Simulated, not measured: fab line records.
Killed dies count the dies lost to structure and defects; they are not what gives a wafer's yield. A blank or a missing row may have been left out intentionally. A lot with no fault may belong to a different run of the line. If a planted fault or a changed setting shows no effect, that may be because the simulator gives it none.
The tool behind it: which one? | flow n5-finfet | Sampling: 10 lots, 30 wafers, 5 of 1938 route steps

## WHAT THE GAUGES SHOWED, per wafer
N5_BEOL_M10_THK_MEAS_53: measures by xrf. Usual: M10_THK 141 nm, standard deviation 3.3.
lot  | measured     | on            | M10_THK (nm) | flag
L970 | day 10 21:37 | film-metro-01 | 144 141 144  |
L973 | day 11 11:59 | film-metro-01 | 144 141 141  |
L974 | day 11 15:49 | film-metro-02 | 138 139 139  |
L975 | day 11 16:28 | film-metro-02 | 137 147 136  |
L977 | day 12 18:31 | film-metro-02 | 147 145 138  |
L980 | day 13 00:17 | film-metro-01 | 141 138 138  |
L979 | day 13 01:17 | film-metro-01 | 143 143 143  |
L983 | day 14 09:59 | film-metro-01 | 137 136 142  |
L986 | day 14 15:33 | film-metro-02 | 145 143 140  |
L988 | day 14 22:59 | film-metro-01 | 146 142 147  |

N5_BEOL_M10_RS_MEAS_57: the measuring method here is four-point-probe. Usual: M10_RS 0.152 ohm/sq, standard deviation 0.0039.
lot  | measured     | on            | M10_RS (ohm/sq)   | flag
L970 | day 10 21:47 | film-metro-01 | 0.150 0.154 0.150 |
L973 | day 11 12:08 | film-metro-01 | 0.149 0.152 0.152 |
L974 | day 11 15:57 | film-metro-02 | 0.155 0.153 0.154 |
L975 | day 11 16:35 | film-metro-01 | 0.156 0.145 0.157 |
L977 | day 12 18:39 | film-metro-02 | 0.147 0.149 0.157 |
L980 | day 13 00:25 | film-metro-01 | 0.152 0.156 0.156 |
L979 | day 13 01:25 | film-metro-02 | 0.150 0.150 0.151 |
L983 | day 14 10:07 | film-metro-01 | 0.157 0.159 0.151 |
L986 | day 14 15:41 | film-metro-02 | 0.148 0.149 0.154 |
L988 | day 14 23:07 | film-metro-01 | 0.146 0.151 0.145 |

## TOOL THAT RAN EACH LOT (tool first, then ch and the chambers of the sampled wafers, then the start)
lot  | N5_BEOL_M10_PECVD_70            | N5_BEOL_M10_ETCH_41                           | N5_BEOL_M10_CMP_52
L970 | pecvd-03 ch 0,1, day 10 15:30   | rie-diel-05 ch 1,3, day 10 21:21 or earlier   | cmp-02 ch 0,3, day 10 21:21
L973 | pecvd-03 ch 0,1, day 11 04:44   | rie-diel-06 ch 1,2,3, day 11 11:42 or earlier | cmp-01 ch 0,2,3, day 11 11:42
L974 | pecvd-04 ch 0,1,2, day 11 10:26 | rie-diel-06 ch 1,2, day 11 15:31 or earlier   | cmp-03 ch 2,3, day 11 15:31
L975 | pecvd-04 ch 1,2, day 11 10:43   | rie-diel-05 ch 0,1,3, day 11 16:14 or earlier | cmp-03 ch 0,1,2, day 11 16:14
L977 | pecvd-04 ch 1,2, day 12 08:38   | rie-diel-01 ch 0,1,3, day 12 18:16 or earlier | cmp-02 ch 2,3, day 12 18:16
L980 | pecvd-02 ch 0,1,2, day 12 15:35 | rie-diel-01 ch 1,2, day 13 00:00 or earlier   | cmp-03 ch 1,3, day 13 00:00
L979 | pecvd-04 ch 0,1,2, day 12 16:25 | rie-diel-01 ch 0,3, day 13 01:01 or earlier   | cmp-01 ch 1,2,3, day 13 01:01
L983 | pecvd-04 ch 1,2, day 14 01:16   | rie-diel-01 ch 0,1,2, day 14 09:41 or earlier | cmp-01 ch 1,2, day 14 09:41
L986 | pecvd-02 ch 0,2, day 14 06:07   | rie-diel-01 ch 0,2,3, day 14 15:16 or earlier | cmp-01 ch 0,1,2, day 14 15:16
L988 | pecvd-02 ch 2, day 14 14:22     | rie-diel-01 ch 0,3, day 14 22:46 or earlier   | cmp-03 ch 0,1,3, day 14 22:46
- N5_BEOL_M10_PECVD_70: deposits SiO2 from TEOS/O2, target thk 20 nm, time 22.7 s.
- N5_BEOL_M10_ETCH_41: etches SiCN in CH3F/O2, target depth 42.6 nm, time 86 s.
- N5_BEOL_M10_CMP_52: polishes, stops on SiCOH lowk, t overpolish 7 s, target thk 140 nm.

## AS READ BY THE TOOLS THEMSELVES (means over the sampled wafers that have a number; for cases with no such wafer, the mark the record gives instead)
N5_BEOL_M10_PECVD_70. Usual: heater-power-w 700 W, standard deviation 61; showerhead-plenum-p-Torr 8.78 Torr, standard deviation 0.052; throttle-valve-pct 22.2 %, standard deviation 1.1.
lot  | tool     | heater-power-w (W) | showerhead-plenum-p-Torr (Torr) | throttle-valve-pct (%) | flag
L970 | pecvd-03 | 747                | 8.82                            | 23.1                   |
L973 | pecvd-03 | 693                | 8.81                            | 23.1                   |
L974 | pecvd-04 | 683                | 8.75                            | 21.3                   |
L975 | pecvd-04 | 678                | 8.71                            | 20.7                   |
L977 | pecvd-04 | 645                | 8.70                            | 21.1                   |
L980 | pecvd-02 | 670                | 8.77                            | 23.0                   |
L979 | pecvd-04 | 678                | 8.76                            | 21.4                   |
L983 | pecvd-04 | 636                | 8.73                            | 20.9                   |
L986 | pecvd-02 | 691                | 8.78                            | 23.3                   |
L988 | pecvd-02 | 770                | 8.74                            | 22.9                   |

N5_BEOL_M10_ETCH_41. Usual: drypump-motor-current-A 5.9 A, standard deviation 0.57; oes-product-au 0.80 a.u., standard deviation 0.093; rf-vpp-V 297.3 V, standard deviation 1.6; showerhead-plenum-p-Torr 1.99 Torr, standard deviation 0.073; throttle-valve-pct 16.22 %, standard deviation 0.27.
lot  | tool        | drypump-motor-current-A (A) | oes-product-au (a.u.) | rf-vpp-V (V) | showerhead-plenum-p-Torr (Torr) | throttle-valve-pct (%) | flag
L970 | rie-diel-05 | 6.2                         | 0.78                  | 295.9        | 1.92                            | 16.45                  |
L973 | rie-diel-06 | 5.3                         | 0.83                  | 297.1        | 1.96                            | 16.07                  |
L974 | rie-diel-06 | 5.5                         | 0.84                  | 296.6        | 1.96                            | 15.97                  |
L975 | rie-diel-05 | 6.0                         | 0.72                  | 296.7        | 1.95                            | 16.47                  |
L977 | rie-diel-01 | 5.8                         | 0.84                  | 298.3        | 2.04                            | 16.14                  |
L980 | rie-diel-01 | 5.7                         | 0.71                  | 296.4        | 1.97                            | 16.50                  |
L979 | rie-diel-01 | 6.1                         | 0.90                  | 299.3        | 2.09                            | 15.90                  |
L983 | rie-diel-01 | 6.1                         | 0.77                  | 298.3        | 2.02                            | 16.28                  |
L986 | rie-diel-01 | 6.3                         | 0.83                  | 298.3        | 2.04                            | 16.08                  |
L988 | rie-diel-01 | 6.0                         | 0.89                  | 298.7        | 2.06                            | 15.97                  |

N5_BEOL_M10_CMP_52. Usual: barrier-field-endpoint-s 28.7 s, standard deviation 0.83; motor-current-A 6.2 A, standard deviation 0.66; platen-rpm 49.996 rpm, standard deviation 0.03.
lot  | tool   | barrier-field-endpoint-s (s) | motor-current-A (A) | platen-rpm (rpm) | flag
L970 | cmp-02 | 29.0                         | 5.4                 | 50.001           |
L973 | cmp-01 | 29.7                         | 6.3                 | 49.986           |
L974 | cmp-03 | 29.3                         | 6.8                 | 49.982           |
L975 | cmp-03 | 28.5                         | 6.4                 | 49.991           |
L977 | cmp-02 | 28.5                         | 5.5                 | 49.992           |
L980 | cmp-03 | 28.5                         | 6.6                 | 50.004           |
L979 | cmp-01 | 26.2                         | 6.5                 | 49.976           | OFF
L983 | cmp-01 | 25.4                         | 6.4                 | 50.021           | OFF
L986 | cmp-01 | 29.0                         | 5.8                 | 50.012           |
L988 | cmp-03 | 28.9                         | 6.3                 | 49.997           |

## THE ANSWER, worked out from the rows above alone
Rule: a lot is off if the mean of its wafers that have a number lies more than 3 standard deviations from the usual mean. A lot without any number at a reading at which 4 lots or more have one is off too. All remaining lots with rows at the step are treated as sound. After the gauges, taken in route order, come the tools' own readings; for these a lot's mean is taken, as printed above. The first step at which some lot is off is used, and at that step the reading that is off furthest; a lot without a number counts as furthest.
Off, at N5_BEOL_M10_CMP_52 on barrier-field-endpoint-s: L979, L983.
A tool fits if, at that step or a process step before it, it ran every lot that is off, and no sound lot after the first of them. N5_BEOL_M10_ETCH_41 gives no start for some lots, so the hours and the order of its lots are those of N5_BEOL_M10_CMP_52. One fits: pecvd-04 at N5_BEOL_M10_PECVD_70. A fault onset in the window from L977 (day 12 08:38, its last sound lot) to L979 (day 12 16:25, its first lot off) fits.

## WHAT HAD BEEN PUT IN BY THE SIMULATOR
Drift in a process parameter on pecvd-04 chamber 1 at N5_BEOL_M10_PECVD_70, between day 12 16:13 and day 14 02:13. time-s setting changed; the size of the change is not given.
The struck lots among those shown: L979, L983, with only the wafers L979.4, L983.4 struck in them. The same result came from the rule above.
